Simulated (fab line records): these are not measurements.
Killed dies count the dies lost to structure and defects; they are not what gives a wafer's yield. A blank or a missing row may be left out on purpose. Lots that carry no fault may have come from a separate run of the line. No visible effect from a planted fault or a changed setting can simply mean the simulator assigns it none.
fab line records ; flow n5-finfet
record lots=7; wafers=21
route steps=1938 shown BEOL_M6@1239 BEOL_M7@1329 BEOL_M8@1332 BEOL_M9@1427 BEOL_M10@1513 BEOL_M11@1565 BEOL_M12@1602
start-h: start of the lot's first displayed wafer, in hours after the record's first day ; wait-h: time in hours since the lot's previous step ; " identical to the entry in the row above ; L1.1+2: a row that stands for several wafers ; - no value present, or no start provided ; * or withheld: withheld ; < > ~ a bound
route shown NAME@n: a module of which the file shows steps, and the number in the route of the first ; usual: mean/standard deviation taken from wafers without a fault ; same: alike in all rows ; chamber/n: place in a boat ; sites: the reading at each site ; _std_site: how widely they spread, as a standard deviation ; _edge_site: mean of outer sites minus mean of inner sites ; radius-mm: for every site, how far away it sits from the centre of the wafer ; mask NAME#n: copy n ; behind: the last tool/chamber to shape the wafer ; hold: reason for holding the lot/hours on hold/outcome of the hold ; device: which transistor (n, p or np) failed to switch ; end of line: the tests these same wafers got at the end of their route ; for a step that has no rows: nothing shown but its recipe ; killed: the dies lost at the first sort to structure and to defects; this is not the yield of the wafer ; map: per-die view of a wafer (x killed, . not killed, _ where there is no die)
set.NAME: the setting that was run; set.NAME@STEP: the one run at that earlier step ; model.NAME: the simulator's own value behind a step, which no gauge read
lots with deliberately changed settings; one table per step, one row per wafer
## steps
# step N5_BEOL_M6_TRENCH_ETCH_37
# recipe chemistry=C4F6/O2; target-depth-a=944.35; target=SiCOH_lowk; time-s=31.5; ion-energy-ev=250; pressure-mtorr=30; source-w=345; bias-w=185; Ar_flow_sccm=300; C4F6_flow_sccm=10; O2_flow_sccm=10
# usual rf-vpp-V=663/10
lot.wafer;tool;chamber;start-h;wait-h;set.bias-w;rf-vpp-V
L074.1;rie-diel-03;0;-;-;185;686
L074.3;rie-diel-03;3;-;-;211;724
L074.6;rie-diel-03;3;-;-;211;723
L078.3;rie-diel-03;3;-;-;209.6;719
L078.4;rie-diel-03;0;-;-;185;686
L078.6;rie-diel-03;3;-;-;185;652
L081.1;rie-diel-03;2;-;-;207.5;714
L081.4;rie-diel-03;3;-;-;185;652
L081.6;rie-diel-03;0;-;-;185;686
L084.2;rie-diel-04;2;-;-;185;664
L084.3;rie-diel-04;1;-;-;185;672
L084.5;rie-diel-04;2;-;-;185;664
L087.4;rie-diel-01;2;-;-;185;652
L087.5;rie-diel-01;3;-;-;185;657
L087.6;rie-diel-01;2;-;-;185;652
L093.1;rie-diel-04;1;-;-;200.7;717
L093.2;rie-diel-04;0;-;-;200.7;707
L093.6;rie-diel-04;1;-;-;185;671
L092.3;rie-diel-04;1;-;-;185;673
L092.5;rie-diel-04;0;-;-;213.3;742
L092.6;rie-diel-04;1;-;-;213.3;751
# step N5_BEOL_M7_DEP_56
# recipe material=SiCN; target-thk-a=100; temp-c=withheld; precursor=3MS/NH3; pressure-torr=3; rf-w=202; time-s=17.5
lot.wafer;tool;chamber;start-h;wait-h;set.time-s;model.SiCN_of_BEOL_M7_DEP_56.thk-nm
L074.1+3;pecvd-03;1,2;218.90;0.0;19.36;11
L074.6;pecvd-03;2;218.90;0.0;17.5;10
L078.3;pecvd-03;0;242.46;0.0;17.5;9.8
L078.4;pecvd-03;1;242.46;0.0;18.77;10.8
L078.6;pecvd-03;2;242.46;0.0;17.5;10.2
L081.1;pecvd-03;0;271.15;0.0;17.5;9.8
L081.4;pecvd-03;2;271.15;0.0;17.5;10.2
L081.6;pecvd-03;1;271.15;0.0;17.5;10
L084.2+3;pecvd-04;1,2;283.17;0.0;17.5;10
L084.5;pecvd-04;1;283.17;0.0;16.27;9.4
L087.4+5+6;pecvd-03;1,0,2;324.13;0.0;17.5;10
L093.1;pecvd-04;2;327.45;0.0;16.3;9.2
L093.2;pecvd-04;0;327.45;0.0;16.3;9
L093.6;pecvd-04;0;327.45;0.0;16.3;9.4
L092.3;pecvd-03;1;343.67;0.0;17.5;10
L092.5;pecvd-03;2;343.67;0.0;17.5;10.2
L092.6;pecvd-03;1;343.67;0.0;19.62;11.2
# step N5_BEOL_M8_ILD_DEP_00
# recipe material=SiCOH_lowk; target-thk-a=1797.5; temp-c=300; precursor=DEMS/porogen; pressure-torr=5; rf-w=500; time-s=33.4
lot.wafer;tool;chamber;start-h;wait-h;set.time-s;model.SiCOH_lowk_of_BEOL_M8_ILD_DEP_00.thk-nm
L074.1;pecvd-04;1;219.03;0.0;37.82;199.4
L074.3;pecvd-04;2;219.03;0.0;37.82;199
L074.6;pecvd-04;1;219.03;0.0;33.4;179.4
L078.3;pecvd-04;1;242.59;0.0;33.4;181.4
L078.4;pecvd-04;0;242.59;0.0;31.67;176.4
L078.6;pecvd-04;2;242.59;0.0;33.4;184.4
L081.1;pecvd-02;0;271.28;0.0;38.31;208.6
L081.4;pecvd-02;0;271.28;0.0;38.31;212.8
L081.6;pecvd-02;1;271.28;0.0;33.4;182
L084.2;pecvd-01;2;283.30;0.0;36.56;193.8
L084.3;pecvd-01;0;283.30;0.0;33.4;177.6
L084.5;pecvd-01;0;283.30;0.0;36.56;195.8
L087.4;pecvd-04;0;324.27;0.1;33.4;184.2
L087.5;pecvd-04;2;324.27;0.1;33.4;181
L087.6;pecvd-04;0;324.27;0.1;33.4;181.4
L093.1;pecvd-01;0;327.60;0.0;33.4;180.4
L093.2;pecvd-01;2;327.60;0.0;33.4;177.4
L093.6;pecvd-01;0;327.60;0.0;33.4;182
L092.3;pecvd-01;1;343.80;0.0;32.09;171.2
L092.5;pecvd-01;0;343.80;0.0;32.09;174
L092.6;pecvd-01;2;343.80;0.0;33.4;179.6
# step N5_BEOL_M8_CURE_74
# recipe temp-c=385; time-s=240; ambient=He/Ar; material=SiCOH_lowk
lot.wafer;tool;chamber;start-h;wait-h;set.time-s@BEOL_M8_ILD_DEP_00;model.SiCOH_lowk_of_BEOL_M8_ILD_DEP_00.thk-nm
L074.1;uv-cure-01;2;219.10;0.0;37.82;172
L074.3;uv-cure-01;2;219.10;0.0;37.82;171.8
L074.6;uv-cure-01;2;219.10;0.0;33.4;154.6
L078.3;uv-cure-02;0;242.81;0.2;33.4;156.4
L078.4;uv-cure-02;0;242.81;0.2;31.67;152.2
L078.6;uv-cure-02;0;242.81;0.2;33.4;159
L081.1;uv-cure-02;0;271.35;0.0;38.31;180.2
L081.4;uv-cure-02;0;271.35;0.0;38.31;183.8
L081.6;uv-cure-02;0;271.35;0.0;33.4;157
L084.2;uv-cure-01;1;283.45;0.1;36.56;167.2
L084.3;uv-cure-01;1;283.45;0.1;33.4;153.2
L084.5;uv-cure-01;1;283.45;0.1;36.56;169
L087.4;uv-cure-03;0;324.57;0.3;33.4;158.8
L087.5;uv-cure-03;0;324.57;0.3;33.4;156.2
L087.6;uv-cure-03;0;324.57;0.3;33.4;156.4
L093.1;uv-cure-02;0;327.66;0.0;33.4;155.6
L093.2;uv-cure-02;0;327.66;0.0;33.4;153
L093.6;uv-cure-02;0;327.66;0.0;33.4;157
L092.3;uv-cure-03;0;344.03;0.2;32.09;147.6
L092.5;uv-cure-03;0;344.03;0.2;32.09;150
L092.6;uv-cure-03;0;344.03;0.2;33.4;155
# step N5_BEOL_M8_THK_MEAS_01
# recipe reads=SiCOH_lowk_of_BEOL_M8_ILD_DEP_00
# usual M8_ILD_THK=155.6/2.1
lot.wafer;tool;chamber;start-h;wait-h;set.time-s@BEOL_M8_ILD_DEP_00;M8_ILD_THK[nm]
L074.1;film-metro-01;-;219.61;0.4;37.82;172.1
L074.3;film-metro-01;-;219.61;0.4;37.82;172.0
L074.6;film-metro-01;-;219.61;0.4;33.4;154.6
L078.3;film-metro-02;-;243.17;0.3;33.4;156.6
L078.4;film-metro-02;-;243.17;0.3;31.67;152.2
L078.6;film-metro-02;-;243.17;0.3;33.4;159.1
L081.1;film-metro-02;-;271.86;0.4;38.31;180.1
L081.4;film-metro-02;-;271.86;0.4;38.31;183.8
L081.6;film-metro-02;-;271.86;0.4;33.4;157.1
L084.2;film-metro-02;-;283.88;0.4;36.56;167.3
L084.3;film-metro-02;-;283.88;0.4;33.4;153.1
L084.5;film-metro-02;-;283.88;0.4;36.56;169.0
L087.4;film-metro-01;-;324.85;0.2;33.4;158.9
L087.5;film-metro-01;-;324.85;0.2;33.4;156.2
L087.6;film-metro-01;-;324.85;0.2;33.4;156.4
L093.1;film-metro-02;-;328.17;0.4;33.4;155.4
L093.2;film-metro-02;-;328.17;0.4;33.4;153.1
L093.6;film-metro-02;-;328.17;0.4;33.4;157.1
L092.3;film-metro-02;-;344.38;0.3;32.09;147.6
L092.5;film-metro-02;-;344.38;0.3;32.09;149.9
L092.6;film-metro-02;-;344.38;0.3;33.4;154.8
# step N5_BEOL_M9_COAT_75
# recipe resist=underlayer; temp-c=205; time-s=60; spin-rpm=1500; resist-thk-nm=5
lot.wafer;tool;chamber;start-h;wait-h;set.spin-rpm
L074.1+6;litho-track-05;0;-;-;1500
L074.3;litho-track-05;0;-;-;1596
L078.3;litho-track-01;0;-;-;1500
L078.4+6;litho-track-01;0;-;-;1444
L081.1+6;litho-track-01;0;-;-;1574
L081.4;litho-track-01;0;-;-;1500
L084.2+5;litho-track-02;0;-;-;1500
L084.3;litho-track-02;0;-;-;1414
L087.4+5+6;litho-track-01;0;-;-;1500
L093.1+2;litho-track-02;0;-;-;1423
L093.6;litho-track-02;0;-;-;1500
L092.3+6;litho-track-02;0;-;-;1417
L092.5;litho-track-02;0;-;-;1500
# step N5_BEOL_M9_COAT_22
# recipe resist=CAR-EUV; spin-rpm=1500; resist-thk-nm=30
# step N5_BEOL_M9_EBR_24
# recipe solvent=PGMEA; ebr-width-mm=1.5
# step N5_BEOL_M9_DESCUM_33
# recipe chemistry=O2; time-s=7; source-power-w=50; bias-power-w=20; pressure-mtorr=20; rf-frequency-hz=2.712e+07; temp-c=40; resist=CAR-EUV; o2-flow-sccm=225
# step N5_BEOL_M9_ETCH_76
# recipe chemistry=N2/H2; target=underlayer; target-depth-a=65; mask-material=CAR-EUV; time-s=5.2; ion-energy-ev=200; pressure-mtorr=30; source-w=840; bias-w=150; n2-flow-sccm=200; h2-flow-sccm=200; ends=cleared
lot.wafer;tool;chamber;start-h;wait-h;set.spin-rpm@BEOL_M9_COAT_75;model.etch.depth-nm
L074.1;rie-diel-02;1;235.73;0.0;1500;5.006
L074.3;rie-diel-02;3;235.73;0.0;1596;4.866
L074.6;rie-diel-02;3;235.73;0.0;1500;5.007
L078.3;rie-diel-05;0;256.07;0.0;1500;5.014
L078.4;rie-diel-05;2;256.07;0.0;1444;5.105
L078.6;rie-diel-05;3;256.07;0.0;1444;5.114
L081.1;rie-diel-02;0;284.68;0.0;1574;4.892
L081.4;rie-diel-02;3;284.68;0.0;1500;5.012
L081.6;rie-diel-02;0;284.68;0.0;1574;4.901
L084.2;rie-diel-05;3;301.63;0.0;1500;5.001
L084.3;rie-diel-05;0;301.63;0.0;1414;5.16
L084.5;rie-diel-05;1;301.63;0.0;1500;5.017
L087.4;rie-diel-05;0;338.49;0.0;1500;5.025
L087.5;rie-diel-05;2;338.49;0.0;1500;5.024
L087.6;rie-diel-05;3;338.49;0.0;1500;5.032
L093.1;rie-diel-02;2;338.85;0.0;1423;5.131
L093.2;rie-diel-02;3;338.85;0.0;1423;5.132
L093.6;rie-diel-02;3;338.85;0.0;1500;5.01
L092.3;rie-diel-05;2;359.99;0.0;1417;5.133
L092.5;rie-diel-05;2;359.99;0.0;1500;4.985
L092.6;rie-diel-05;3;359.99;0.0;1417;5.134
# step N5_BEOL_M10_ETCH_41
# recipe chemistry=CH3F/O2; target=SiCN; target-depth-a=426; taper-deg=2; time-s=86; ion-energy-ev=120; mask-material=TiN; pressure-mtorr=30; source-w=395; bias-w=75; Ar_flow_sccm=150; CH3F_flow_sccm=30; O2_flow_sccm=20
# usual rf-vpp-V=297.6/1.8
lot.wafer;tool;chamber;start-h;wait-h;set.source-w;rf-vpp-V
L074.1;rie-diel-04;0;-;-;435.5;287.1
L074.3;rie-diel-04;3;-;-;435.5;289.8
L074.6;rie-diel-04;2;-;-;435.5;288.5
L078.3;rie-diel-03;3;-;-;332.7;314.9
L078.4;rie-diel-03;2;-;-;332.7;311.6
L078.6;rie-diel-03;0;-;-;395;295.5
L081.1;rie-diel-03;0;-;-;432.5;287.8
L081.4;rie-diel-03;3;-;-;432.5;291.3
L081.6;rie-diel-03;0;-;-;395;296.2
L084.2;rie-diel-01;2;-;-;395;298.4
L084.3;rie-diel-01;0;-;-;357.5;306.9
L084.5;rie-diel-01;0;-;-;357.5;307.1
L087.4;rie-diel-03;1;-;-;395;297.7
L087.5;rie-diel-03;1;-;-;395;299.0
L087.6;rie-diel-03;0;-;-;395;294.6
L093.1;rie-diel-01;0;-;-;395;295.4
L093.2;rie-diel-01;1;-;-;395;296.6
L093.6;rie-diel-01;1;-;-;348.6;309.6
L092.3;rie-diel-01;2;-;-;395;301.0
L092.5;rie-diel-01;2;-;-;395;300.6
L092.6;rie-diel-01;1;-;-;395;298.3
# step N5_BEOL_M11_EXPOSE_25
# recipe mask-id=V10; na=1.35; source-shape=annular; sigma-inner=0.5; sigma-outer=0.8; polarization=unpolarized; dose-mj=85.5
lot.wafer;tool;chamber;start-h;wait-h;mask;set.dose-mj
L074.1+3+6;arfi-scanner-02;0;253.67;-;V10#0;85.5
L078.3+6;arfi-scanner-02;0;277.73;-;V10#0;85.5
L078.4;arfi-scanner-02;0;277.73;-;V10#0;82.4
L081.1+4+6;arfi-scanner-03;0;302.72;-;V10#0;85.5
L084.2;arfi-scanner-01;0;322.14;-;V10#0;83.38
L084.3+5;arfi-scanner-01;0;322.14;-;V10#0;85.5
L087.4+5+6;arfi-scanner-01;0;355.84;-;V10#0;85.5
L093.1+2;arfi-scanner-02;0;360.17;-;V10#0;85.5
L093.6;arfi-scanner-02;0;360.17;-;V10#0;89.4
L092.3;arfi-scanner-02;0;379.39;-;V10#0;82.17
L092.5+6;arfi-scanner-02;0;379.39;-;V10#0;85.5
# step N5_BEOL_M11_PEB_26
# recipe peb-temp-c=withheld; peb-time-s=60; resist=CAR-ArF
# step N5_BEOL_M11_DEVELOP_27
# recipe develop-time-s=30; developer=TMAH; resist=CAR-ArF; rinse-liquid=diw; dry=air-spin; dev-temp-c=23
# step N5_BEOL_M11_CD_MEAS_28
# recipe target-cd-nm=70; landing-energy-ev=500; detector=se-inlens; polarity=opening
# usual cd-nm=70.0/0.89
lot.wafer;tool;chamber;start-h;wait-h;set.dose-mj@BEOL_M11_EXPOSE_25;cd-nm
L074.1;cd-sem-02;0;253.80;-;85.5;71.0
L074.3;cd-sem-02;0;253.80;-;85.5;70.9
L074.6;cd-sem-02;0;253.80;-;85.5;70.2
L078.3;cd-sem-01;0;277.85;-;85.5;71.2
L078.4;cd-sem-01;0;277.85;-;82.4;67.3
L078.6;cd-sem-01;0;277.85;-;85.5;69.9
L081.1;cd-sem-01;0;302.86;-;85.5;70.6
L081.4;cd-sem-01;0;302.86;-;85.5;70.5
L081.6;cd-sem-01;0;302.86;-;85.5;70.8
L084.2;cd-sem-02;0;322.27;-;83.38;68.8
L084.3;cd-sem-02;0;322.27;-;85.5;70.3
L084.5;cd-sem-02;0;322.27;-;85.5;68.8
L087.4;cd-sem-01;0;355.96;-;85.5;69.2
L087.5;cd-sem-01;0;355.96;-;85.5;68.5
L087.6;cd-sem-01;0;355.96;-;85.5;70.3
L093.1;cd-sem-03;0;360.30;-;85.5;68.9
L093.2;cd-sem-03;0;360.30;-;85.5;69.5
L093.6;cd-sem-03;0;360.30;-;89.4;72.7
L092.3;cd-sem-01;0;379.52;-;82.17;67.8
L092.5;cd-sem-01;0;379.52;-;85.5;71.3
L092.6;cd-sem-01;0;379.52;-;85.5;70.2
# step N5_BEOL_M12_ILD_DEP_00
# recipe material=SiOC; target-thk-a=6589.2; temp-c=350; precursor=DEMS/O2; pressure-torr=5; rf-w=500; time-s=130.7
lot.wafer;tool;chamber;start-h;wait-h;set.time-s;model.SiOC_of_BEOL_M12_ILD_DEP_00.thk-nm
L074.1;pecvd-02;2;257.64;0.0;130.7;643.6
L074.3;pecvd-02;1;257.64;0.0;130.7;652
L074.6;pecvd-02;1;257.64;0.0;130.7;662
L078.3;pecvd-04;0;281.49;0.0;130.7;640.2
L078.4;pecvd-04;0;281.49;0.0;147.6;733.6
L078.6;pecvd-04;1;281.49;0.0;147.6;749.6
L081.1;pecvd-04;1;307.09;0.0;130.7;658.6
L081.4;pecvd-04;0;307.09;0.0;130.7;657.6
L081.6;pecvd-04;2;307.09;0.0;130.7;663.4
L084.2;pecvd-04;0;325.44;0.0;144.8;709.8
L084.3;pecvd-04;2;325.44;0.0;130.7;654
L084.5;pecvd-04;0;325.44;0.0;130.7;648.4
L087.4;pecvd-02;0;361.01;0.1;130.7;656.8
L087.5;pecvd-02;1;361.01;0.1;130.7;652
L087.6;pecvd-02;2;361.01;0.1;130.7;652.4
L093.1;pecvd-04;1;363.83;0.0;130.7;661
L093.2;pecvd-04;0;363.83;0.0;130.7;661.4
L093.6;pecvd-04;1;363.83;0.0;130.7;677
L092.3;pecvd-04;0;383.35;0.0;130.7;645.4
L092.5;pecvd-04;2;383.35;0.0;130.7;656.4
L092.6;pecvd-04;0;383.35;0.0;149.9;756
# step N5_BEOL_M12_THK_MEAS_01
# recipe reads=SiOC_of_BEOL_M12_ILD_DEP_00
# usual M12_ILD_THK=654/9.3
lot.wafer;tool;chamber;start-h;wait-h;set.time-s@BEOL_M12_ILD_DEP_00;M12_ILD_THK[nm]
L074.1;film-metro-02;-;257.77;0.1;130.7;644
L074.3;film-metro-02;-;257.77;0.1;130.7;652
L074.6;film-metro-02;-;257.77;0.1;130.7;662
L078.3;film-metro-02;-;281.62;0.1;130.7;640
L078.4;film-metro-02;-;281.62;0.1;147.6;734
L078.6;film-metro-02;-;281.62;0.1;147.6;750
L081.1;film-metro-01;-;307.22;0.1;130.7;659
L081.4;film-metro-01;-;307.22;0.1;130.7;658
L081.6;film-metro-01;-;307.22;0.1;130.7;664
L084.2;film-metro-02;-;325.62;0.1;144.8;710
L084.3;film-metro-02;-;325.62;0.1;130.7;654
L084.5;film-metro-02;-;325.62;0.1;130.7;649
L087.4;film-metro-01;-;361.10;0.0;130.7;657
L087.5;film-metro-01;-;361.10;0.0;130.7;652
L087.6;film-metro-01;-;361.10;0.0;130.7;652
L093.1;film-metro-01;-;363.96;0.1;130.7;661
L093.2;film-metro-01;-;363.96;0.1;130.7;662
L093.6;film-metro-01;-;363.96;0.1;130.7;677
L092.3;film-metro-01;-;383.49;0.1;130.7;645
L092.5;film-metro-01;-;383.49;0.1;130.7;656
L092.6;film-metro-01;-;383.49;0.1;149.9;756
## key
split step=N5_BEOL_M6_TRENCH_ETCH_37; setting=bias-w; stated=185; by=wafer
response step=N5_BEOL_M6_TRENCH_ETCH_37; reading=rf-vpp-V; change=+3.89; per=1%; r=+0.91
split step=N5_BEOL_M7_DEP_56; setting=time-s; stated=17.5; by=wafer
response step=N5_BEOL_M7_DEP_56; reading=model.SiCN_of_BEOL_M7_DEP_56.thk-nm; change=+0.0939; per=1%; r=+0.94
split step=N5_BEOL_M8_ILD_DEP_00; setting=time-s; stated=33.4; by=wafer
response step=N5_BEOL_M8_ILD_DEP_00; reading=model.SiCOH_lowk_of_BEOL_M8_ILD_DEP_00.thk-nm; change=+1.74; per=1%; r=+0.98
response step=N5_BEOL_M8_CURE_74; reading=model.SiCOH_lowk_of_BEOL_M8_ILD_DEP_00.thk-nm; change=+1.51; per=1%; r=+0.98
response step=N5_BEOL_M8_THK_MEAS_01; reading=M8_ILD_THK; change=+1.51; per=1%; r=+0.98
split step=N5_BEOL_M9_COAT_75; setting=spin-rpm; stated=1500; by=wafer
response step=N5_BEOL_M9_ETCH_76; reading=model.etch.depth-nm; change=-0.0245; per=1%; r=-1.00
split step=N5_BEOL_M10_ETCH_41; setting=source-w; stated=395; by=wafer
response step=N5_BEOL_M10_ETCH_41; reading=rf-vpp-V; change=-1.03; per=1%; r=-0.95
split step=N5_BEOL_M11_EXPOSE_25; setting=dose-mj; stated=85.5; by=wafer
response step=N5_BEOL_M11_CD_MEAS_28; reading=cd-nm; change=+0.744; per=1%; r=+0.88
split step=N5_BEOL_M12_ILD_DEP_00; setting=time-s; stated=130.7; by=wafer
response step=N5_BEOL_M12_ILD_DEP_00; reading=model.SiOC_of_BEOL_M12_ILD_DEP_00.thk-nm; change=+6.98; per=1%; r=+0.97
response step=N5_BEOL_M12_THK_MEAS_01; reading=M12_ILD_THK; change=+6.99; per=1%; r=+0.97
